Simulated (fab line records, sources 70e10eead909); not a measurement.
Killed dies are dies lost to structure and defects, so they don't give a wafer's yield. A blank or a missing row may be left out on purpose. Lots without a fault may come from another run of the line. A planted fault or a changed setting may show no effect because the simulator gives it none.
Chamber matching | flow nand_harc | NHARC_P_GATE_DESCUM_61 on rie_diel-07: 4 sister chambers
The step chemistry O2, time 3 s. 16 wafers are shown with their chamber, then 8 later ones without.

WAFERS WITH THEIR CHAMBER
wafer  | chamber | showerhead_plenum_p_Torr (Torr) | throttle_valve_pct (%) | oes_product_au (a.u.)
L075.1 | 0       | 1.77                            | 11.308                 | 1.003
L075.3 | 2       | 1.90                            | 11.326                 | 1.024
L075.6 | 1       | 1.97                            | 11.307                 | 0.999
L083.1 | 0       | 1.77                            | 11.333                 | 1.014
L083.2 | 1       | 1.97                            | 11.308                 | 0.999
L083.6 | 1       | 1.97                            | 11.295                 | 1.008
L085.1 | 2       | 1.90                            | 11.321                 | 1.015
L085.2 | 0       | 1.77                            | 11.310                 | 1.001
L085.3 | 1       | 1.96                            | 11.306                 | 0.996
L086.1 | 3       | 1.94                            | 11.334                 | 1.028
L086.2 | 0       | 1.77                            | 11.308                 | 1.019
L086.5 | 0       | 1.77                            | 11.308                 | 1.011
L091.4 | 3       | 1.94                            | 11.328                 | 1.012
L091.5 | 1       | 1.96                            | 11.306                 | 1.019
L091.6 | 0       | 1.76                            | 11.318                 | 1.030
L093.2 | 0       | 1.76                            | 11.310                 | 1.018

SIGNATURES (means of the wafers above)
reading                  | chamber 0 | chamber 1 | chamber 2 | chamber 3 | scatter within a chamber
showerhead_plenum_p_Torr | 1.7671    | 1.9660    | 1.9000    | 1.9400    | 0.00468
throttle_valve_pct       | 11.31357  | 11.30440  | 11.32350  | 11.33100  | 0.00741
oes_product_au           | 1.01371   | 1.00420   | 1.01950   | 1.02000   | 0.00966
Rule: a wafer's distance from a chamber is the root of the sum, over the readings, of the square of ((its reading less the chamber's mean) divided by the reading's scatter). The wafer belongs to the nearest chamber; if the next one is less than 2 further off, it can't be placed. The scatter: the root of (the sum of the squares of (reading less its chamber's mean) over the shown wafers, divided by (wafers less chambers)).

WAFERS WITHOUT THEIR CHAMBER
wafer  | showerhead_plenum_p_Torr (Torr) | throttle_valve_pct (%) | oes_product_au (a.u.)
L093.3 | 1.89                            | 11.313                 | 1.033
L093.4 | 1.94                            | 11.311                 | 1.026
L092.3 | 1.96                            | 11.309                 | 1.002
L092.4 | 1.76                            | 11.327                 | 1.003
L092.6 | 1.89                            | 11.299                 | 1.028
L097.3 | 1.94                            | 11.302                 | 0.995
L097.4 | 1.96                            | 11.321                 | 0.983
L097.6 | 1.96                            | 11.311                 | 0.987

WHICH CHAMBER EACH WENT THROUGH
wafer  | from the rows above     | in truth
L093.3 | 2                       | 2
L093.4 | 3                       | 3
L092.3 | 1                       | 1
L092.4 | 0                       | 0
L092.6 | 2                       | 2
L097.3 | can't be placed: 3 or 1 | 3
L097.4 | 1                       | 1
L097.6 | 1                       | 1
Placed correctly: 7 of 8. Can't be placed from these rows: 1 (the true chamber is among the candidates in 1). Placed wrongly: 0.
